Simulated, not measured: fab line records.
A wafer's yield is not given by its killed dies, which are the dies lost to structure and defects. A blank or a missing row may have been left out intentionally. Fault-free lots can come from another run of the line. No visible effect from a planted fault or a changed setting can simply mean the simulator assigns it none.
fab line records / flow nand_harc
[record] lots = 5 wafers = 15 last_day = 23
route steps=1159 shown P_ZERO_WELL@29
lots with no fault: from the same line, run without faults
start_h: hours from the record's first day to the start of the lot's first wafer shown / wait_h: hours elapsed since this lot's preceding step / " the same as in the row above / L1.1+2: several wafers, shown together as one row / - either no value or no given start / * or withheld: withheld / < > ~ a bound
route shown NAME@n: a module of which the file shows steps, and the number in the route of the first / usual: average and standard deviation across the fault-free wafers / same: alike in all rows / chamber/n: place in a boat / sites: per-site readings / _std_site: their standard deviation / _edge_site: the outer-site mean with the inner-site mean subtracted / radius_mm: how far each site lies from the wafer's centre / mask NAME#n: copy n / behind: the tool/chamber that last shaped the wafer / hold: why the lot was held/for how many hours/how that ended / device: the transistor (n, p or np) that didn't switch / end of line: at the end of the route, the tests of the same wafers / a step with no rows: only its recipe / killed: at the first sort, the dies lost to defects and structure; wafer yield is something else / map: per-die view of a wafer (x killed, . not killed, _ where there is no die)
set.NAME: the setting the step ran with; set.NAME@STEP: the setting that earlier step ran with / model.NAME: the simulator's own value behind a step, which no gauge read
lots seen at some steps along the route; tables by step, rows by wafer
services: when a tool's chamber went out of use (start_h, in hours from the record's first day, below 0 if earlier), for how many hours, and the reason
[[steps]]
[step NHARC_P_ZERO_WELL_CD_MEAS_24]
[recipe] target_cd_nm = 720 landing_energy_ev = 500
[usual] cd_nm = 719.2/2.1
lot.wafer=L983.2 tool=cd_sem-01 chamber=0 start_h=14.70 wait_h=- cd_nm=716.5
lot.wafer=L983.4 tool=cd_sem-01 chamber=0 start_h=14.70 wait_h=- cd_nm=718.2
lot.wafer=L983.6 tool=cd_sem-01 chamber=0 start_h=14.70 wait_h=- cd_nm=722.0
lot.wafer=L984.2 tool=cd_sem-02 chamber=0 start_h=20.38 wait_h=- cd_nm=717.4
lot.wafer=L984.3 tool=cd_sem-02 chamber=0 start_h=20.38 wait_h=- cd_nm=718.6
lot.wafer=L984.5 tool=cd_sem-02 chamber=0 start_h=20.38 wait_h=- cd_nm=719.3
lot.wafer=L986.1 tool=cd_sem-03 chamber=0 start_h=32.49 wait_h=- cd_nm=718.6
lot.wafer=L986.2 tool=cd_sem-03 chamber=0 start_h=32.49 wait_h=- cd_nm=723.4
lot.wafer=L986.5 tool=cd_sem-03 chamber=0 start_h=32.49 wait_h=- cd_nm=720.2
lot.wafer=L100.2 tool=cd_sem-03 chamber=0 start_h=116.48 wait_h=- cd_nm=719.0
lot.wafer=L100.5 tool=cd_sem-03 chamber=0 start_h=116.48 wait_h=- cd_nm=721.4
lot.wafer=L100.6 tool=cd_sem-03 chamber=0 start_h=116.48 wait_h=- cd_nm=716.3
lot.wafer=L101.1 tool=cd_sem-03 chamber=0 start_h=123.16 wait_h=- cd_nm=720.1
lot.wafer=L101.3 tool=cd_sem-03 chamber=0 start_h=123.16 wait_h=- cd_nm=719.8
lot.wafer=L101.6 tool=cd_sem-03 chamber=0 start_h=123.16 wait_h=- cd_nm=718.3
[step NHARC_P_ZERO_WELL_HARDBAKE_25]
[recipe] temp_c = 125 time_s = 80
[step NHARC_P_ZERO_WELL_DESCUM_26]
[recipe] time_s = 3 o2_flow_sccm = 200 ar_flow_sccm = 0 bias_power_w = 0 chemistry = O2
[usual] chamber_pressure_mTorr = 60.00/0.058 drypump_motor_current_A = 5.8/0.43 oes_product_au = 0.996/0.016 rf_vpp_V = 58.0/0.87 showerhead_plenum_p_Torr = 1.95/0.075 throttle_valve_pct = 11.311/0.008
lot.wafer=L983.2 tool=rie_diel-03 chamber=3 start_h=14.88 wait_h=- chamber_pressure_mTorr=60.00 drypump_motor_current_A=5.7 oes_product_au=1.015 rf_hours_counter_h=10 rf_vpp_V=58.6 showerhead_plenum_p_Torr=1.83 throttle_valve_pct=11.294
lot.wafer=L983.4 tool=rie_diel-03 chamber=0 start_h=14.88 wait_h=- chamber_pressure_mTorr=59.92 drypump_motor_current_A=6.1 oes_product_au=1.004 rf_hours_counter_h=10 rf_vpp_V=56.7 showerhead_plenum_p_Torr=1.99 throttle_valve_pct=11.319
lot.wafer=L983.6 tool=rie_diel-03 chamber=1 start_h=14.88 wait_h=- chamber_pressure_mTorr=59.97 drypump_motor_current_A=4.7 oes_product_au=1.014 rf_hours_counter_h=- rf_vpp_V=60.0 showerhead_plenum_p_Torr=2.06 throttle_valve_pct=11.307
lot.wafer=L984.3 tool=rie_diel-09 chamber=3 start_h=20.54 wait_h=- chamber_pressure_mTorr=59.98 drypump_motor_current_A=6.3 oes_product_au=1.003 rf_hours_counter_h=7 rf_vpp_V=59.0 showerhead_plenum_p_Torr=2.03 throttle_valve_pct=11.321
lot.wafer=L984.2 tool=rie_diel-09 chamber=1 start_h=20.54 wait_h=- chamber_pressure_mTorr=60.01 drypump_motor_current_A=5.7 oes_product_au=0.991 rf_hours_counter_h=4 rf_vpp_V=57.5 showerhead_plenum_p_Torr=2.00 throttle_valve_pct=11.315
lot.wafer=L984.5 tool=rie_diel-09 chamber=3 start_h=20.54 wait_h=- chamber_pressure_mTorr=60.09 drypump_motor_current_A=6.3 oes_product_au=1.008 rf_hours_counter_h=- rf_vpp_V=59.8 showerhead_plenum_p_Torr=2.03 throttle_valve_pct=11.295
lot.wafer=L986.1 tool=rie_diel-01 chamber=3 start_h=32.65 wait_h=- chamber_pressure_mTorr=59.96 drypump_motor_current_A=5.8 oes_product_au=0.987 rf_hours_counter_h=5 rf_vpp_V=57.9 showerhead_plenum_p_Torr=1.91 throttle_valve_pct=11.314
lot.wafer=L986.2 tool=rie_diel-01 chamber=0 start_h=32.65 wait_h=- chamber_pressure_mTorr=59.88 drypump_motor_current_A=6.4 oes_product_au=0.995 rf_hours_counter_h=5 rf_vpp_V=59.3 showerhead_plenum_p_Torr=2.06 throttle_valve_pct=11.307
lot.wafer=L986.5 tool=rie_diel-01 chamber=3 start_h=32.65 wait_h=- chamber_pressure_mTorr=60.06 drypump_motor_current_A=5.8 oes_product_au=0.970 rf_hours_counter_h=- rf_vpp_V=58.6 showerhead_plenum_p_Torr=1.91 throttle_valve_pct=11.309
lot.wafer=L100.2 tool=rie_diel-03 chamber=2 start_h=116.65 wait_h=- chamber_pressure_mTorr=60.06 drypump_motor_current_A=5.6 oes_product_au=0.977 rf_hours_counter_h=4 rf_vpp_V=57.2 showerhead_plenum_p_Torr=1.87 throttle_valve_pct=11.318
lot.wafer=L100.6 tool=rie_diel-03 chamber=1 start_h=116.65 wait_h=- chamber_pressure_mTorr=60.01 drypump_motor_current_A=4.7 oes_product_au=1.003 rf_hours_counter_h=- rf_vpp_V=56.7 showerhead_plenum_p_Torr=2.05 throttle_valve_pct=11.304
lot.wafer=L100.5 tool=rie_diel-03 chamber=2 start_h=116.65 wait_h=- chamber_pressure_mTorr=59.92 drypump_motor_current_A=5.5 oes_product_au=0.986 rf_hours_counter_h=- rf_vpp_V=56.4 showerhead_plenum_p_Torr=1.87 throttle_valve_pct=11.306
lot.wafer=L101.3 tool=rie_diel-01 chamber=1 start_h=123.34 wait_h=- chamber_pressure_mTorr=60.04 drypump_motor_current_A=5.5 oes_product_au=0.993 rf_hours_counter_h=14 rf_vpp_V=57.7 showerhead_plenum_p_Torr=1.92 throttle_valve_pct=11.312
lot.wafer=L101.1 tool=rie_diel-01 chamber=2 start_h=123.34 wait_h=- chamber_pressure_mTorr=59.96 drypump_motor_current_A=5.7 oes_product_au=1.018 rf_hours_counter_h=13 rf_vpp_V=58.0 showerhead_plenum_p_Torr=1.91 throttle_valve_pct=11.313
lot.wafer=L101.6 tool=rie_diel-01 chamber=1 start_h=123.34 wait_h=- chamber_pressure_mTorr=59.97 drypump_motor_current_A=5.5 oes_product_au=0.983 rf_hours_counter_h=- rf_vpp_V=57.5 showerhead_plenum_p_Torr=1.92 throttle_valve_pct=11.298
[step NHARC_P_ZERO_WELL_IMPLANT_27]
[recipe] energy_kev = 600 dose_cm2 = 1e+13 tilt_deg = 7
[step NHARC_P_ZERO_WELL_IMPLANT_57]
[recipe] energy_kev = 250 dose_cm2 = 4e+12 tilt_deg = 7
[step NHARC_P_ZERO_WELL_IMPLANT_58]
[recipe] energy_kev = 100 dose_cm2 = 2e+12 tilt_deg = 7
[step NHARC_P_ZERO_WELL_STRIP_28]
[recipe] time_s = 840 temp_c = 130 chemistry = SPM
[step NHARC_P_ZERO_WELL_DEHYDRATE_29]
[recipe] temp_c = 150 time_s = 120
[step NHARC_P_ZERO_WELL_HMDS_30]
[recipe] time_s = 30
[step NHARC_P_ZERO_WELL_COAT_31]
[recipe] spin_rpm = withheld
[step NHARC_P_ZERO_WELL_SOFTBAKE_32]
[recipe] temp_c = 122 time_s = 95
[step NHARC_P_ZERO_WELL_EBR_33]
[step NHARC_P_ZERO_WELL_EXPOSE_34]
[recipe] na = 0.6 target_cd_nm = 720 dose_mj = 22.31 mask_id = P_PWELL
[usual] reticle_temp_C = 22.96/0.1
lot.wafer=L983.2 tool=krf_scanner-02 chamber=0 start_h=16.18 wait_h=- mask=P_PWELL#0 reticle_temp_C=22.86
lot.wafer=L983.4 tool=krf_scanner-02 chamber=0 start_h=16.18 wait_h=- mask=P_PWELL#0 reticle_temp_C=22.77
lot.wafer=L983.6 tool=krf_scanner-02 chamber=0 start_h=16.18 wait_h=- mask=P_PWELL#0 reticle_temp_C=22.85
lot.wafer=L984.2 tool=krf_scanner-04 chamber=0 start_h=21.87 wait_h=- mask=P_PWELL#0 reticle_temp_C=22.83
lot.wafer=L984.3 tool=krf_scanner-04 chamber=0 start_h=21.87 wait_h=- mask=P_PWELL#0 reticle_temp_C=22.86
lot.wafer=L984.5 tool=krf_scanner-04 chamber=0 start_h=21.87 wait_h=- mask=P_PWELL#0 reticle_temp_C=22.84
lot.wafer=L986.1 tool=krf_scanner-04 chamber=0 start_h=33.98 wait_h=- mask=P_NWELL#0 reticle_temp_C=22.93
lot.wafer=L986.2 tool=krf_scanner-04 chamber=0 start_h=33.98 wait_h=- mask=P_NWELL#0 reticle_temp_C=23.00
lot.wafer=L986.5 tool=krf_scanner-04 chamber=0 start_h=33.98 wait_h=- mask=P_NWELL#0 reticle_temp_C=23.05
lot.wafer=L100.2 tool=krf_scanner-02 chamber=0 start_h=118.02 wait_h=- mask=P_PWELL#0 reticle_temp_C=23.05
lot.wafer=L100.5 tool=krf_scanner-02 chamber=0 start_h=118.02 wait_h=- mask=P_PWELL#0 reticle_temp_C=22.96
lot.wafer=L100.6 tool=krf_scanner-02 chamber=0 start_h=118.02 wait_h=- mask=P_PWELL#0 reticle_temp_C=23.04
lot.wafer=L101.1 tool=krf_scanner-02 chamber=0 start_h=124.51 wait_h=- mask=P_PWELL#0 reticle_temp_C=23.03
lot.wafer=L101.3 tool=krf_scanner-02 chamber=0 start_h=124.51 wait_h=- mask=P_PWELL#0 reticle_temp_C=23.17
lot.wafer=L101.6 tool=krf_scanner-02 chamber=0 start_h=124.51 wait_h=- mask=P_PWELL#0 reticle_temp_C=23.08
[step NHARC_P_ZERO_WELL_PEB_35]
[recipe] peb_temp_c = 118 peb_time_s = 85
[step NHARC_P_ZERO_WELL_DEVELOP_36]
[recipe] time_s = 70
[step NHARC_P_ZERO_WELL_CD_MEAS_37]
[recipe] target_cd_nm = 720 landing_energy_ev = 500
[usual] cd_nm = 718.5/1.9
lot.wafer=L983.2 tool=cd_sem-03 chamber=0 start_h=16.34 wait_h=- cd_nm=715.7
lot.wafer=L983.4 tool=cd_sem-03 chamber=0 start_h=16.34 wait_h=- cd_nm=716.8
lot.wafer=L983.6 tool=cd_sem-03 chamber=0 start_h=16.34 wait_h=- cd_nm=716.4
lot.wafer=L984.2 tool=cd_sem-01 chamber=0 start_h=22.03 wait_h=- cd_nm=720.0
lot.wafer=L984.3 tool=cd_sem-01 chamber=0 start_h=22.03 wait_h=- cd_nm=720.9
lot.wafer=L984.5 tool=cd_sem-01 chamber=0 start_h=22.03 wait_h=- cd_nm=718.8
lot.wafer=L986.1 tool=cd_sem-02 chamber=0 start_h=34.13 wait_h=- cd_nm=-
lot.wafer=L986.2 tool=cd_sem-02 chamber=0 start_h=34.13 wait_h=- cd_nm=-
lot.wafer=L986.5 tool=cd_sem-02 chamber=0 start_h=34.13 wait_h=- cd_nm=-
lot.wafer=L100.2 tool=cd_sem-01 chamber=0 start_h=118.18 wait_h=- cd_nm=720.5
lot.wafer=L100.5 tool=cd_sem-01 chamber=0 start_h=118.18 wait_h=- cd_nm=715.2
lot.wafer=L100.6 tool=cd_sem-01 chamber=0 start_h=118.18 wait_h=- cd_nm=716.7
lot.wafer=L101.1 tool=cd_sem-02 chamber=0 start_h=124.67 wait_h=- cd_nm=719.4
lot.wafer=L101.3 tool=cd_sem-02 chamber=0 start_h=124.67 wait_h=- cd_nm=719.1
lot.wafer=L101.6 tool=cd_sem-02 chamber=0 start_h=124.67 wait_h=- cd_nm=716.3
[step NHARC_P_ZERO_WELL_HARDBAKE_38]
[recipe] temp_c = 125 time_s = 80
[[services]]
tool=rie_diel-03 chamber=0 start_h=-7.20 hours=- kind=clean
tool=rie_diel-03 chamber=1 start_h=-7.20 hours=- kind=clean
tool=rie_diel-03 chamber=2 start_h=-7.20 hours=- kind=clean
tool=rie_diel-03 chamber=3 start_h=-7.20 hours=- kind=clean
tool=rie_diel-01 chamber=0 start_h=-5.39 hours=- kind=clean
tool=rie_diel-01 chamber=1 start_h=-5.39 hours=- kind=clean
tool=rie_diel-01 chamber=2 start_h=-5.39 hours=- kind=clean
tool=rie_diel-01 chamber=3 start_h=-5.39 hours=- kind=clean
tool=krf_scanner-04 chamber=- start_h=0.82 hours=3.7 kind=repair
tool=rie_diel-03 chamber=0 start_h=17.30 hours=- kind=clean
tool=rie_diel-03 chamber=1 start_h=17.30 hours=- kind=clean
tool=rie_diel-03 chamber=2 start_h=17.30 hours=- kind=clean
tool=rie_diel-03 chamber=3 start_h=17.30 hours=- kind=clean
tool=rie_diel-01 chamber=0 start_h=19.36 hours=- kind=clean
tool=rie_diel-01 chamber=1 start_h=19.36 hours=- kind=clean
tool=rie_diel-03 chamber=3 start_h=22.19 hours=6.4 kind=repair
tool=krf_scanner-02 chamber=- start_h=38.00 hours=4.0 kind=pm
tool=rie_diel-03 chamber=- start_h=38.30 hours=9.0 kind=pm
tool=krf_scanner-04 chamber=- start_h=55.84 hours=18.1 kind=repair
tool=rie_diel-01 chamber=1 start_h=71.18 hours=3.9 kind=repair
tool=rie_diel-09 chamber=- start_h=77.14 hours=9.0 kind=pm
tool=rie_diel-03 chamber=2 start_h=86.17 hours=4.3 kind=repair
tool=rie_diel-01 chamber=1 start_h=91.48 hours=2.3 kind=repair
tool=krf_scanner-04 chamber=- start_h=118.26 hours=9.4 kind=repair
[[key]]
[first_sign] step = NHARC_P_ZERO_WELL_EXPOSE_34 reading = mask direction = changed
[effect] step = NHARC_P_ZERO_WELL_CD_MEAS_37 reading = cd_nm direction = missing
met_at NHARC_P_ZERO_WELL_EXPOSE_34
struck_wafers L986.1,L986.2,L986.5
later_rows_left_out L986.1,L986.2,L986.5
sort_left_out L986.1,L986.2,L986.5
tester_left_out L986
onset_between 21.87 33.98
[fault] kind = wrong_mask tool = any chamber = - onset_h = 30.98 steps = NHARC_P_ZERO_WELL_EXPOSE_34 aux_copy = P_NWELL#0 scope = struck_lots_only
// tester_left_out: of these lots the tester's yield and bins aren't shown, on N5 and GAA mostly nor the transistor test; their killed dies are dies lost to structure and defects alone, not to doping, threshold or leakage, so they don't give the yield
// sort_left_out: the simulated sort isn't trusted on such a fault, so these wafers' sort isn't shown, and their yield isn't known
// later_rows_left_out: the simulator's readings of these wafers behind a module that went badly wrong aren't trusted and aren't shown, but for the sort
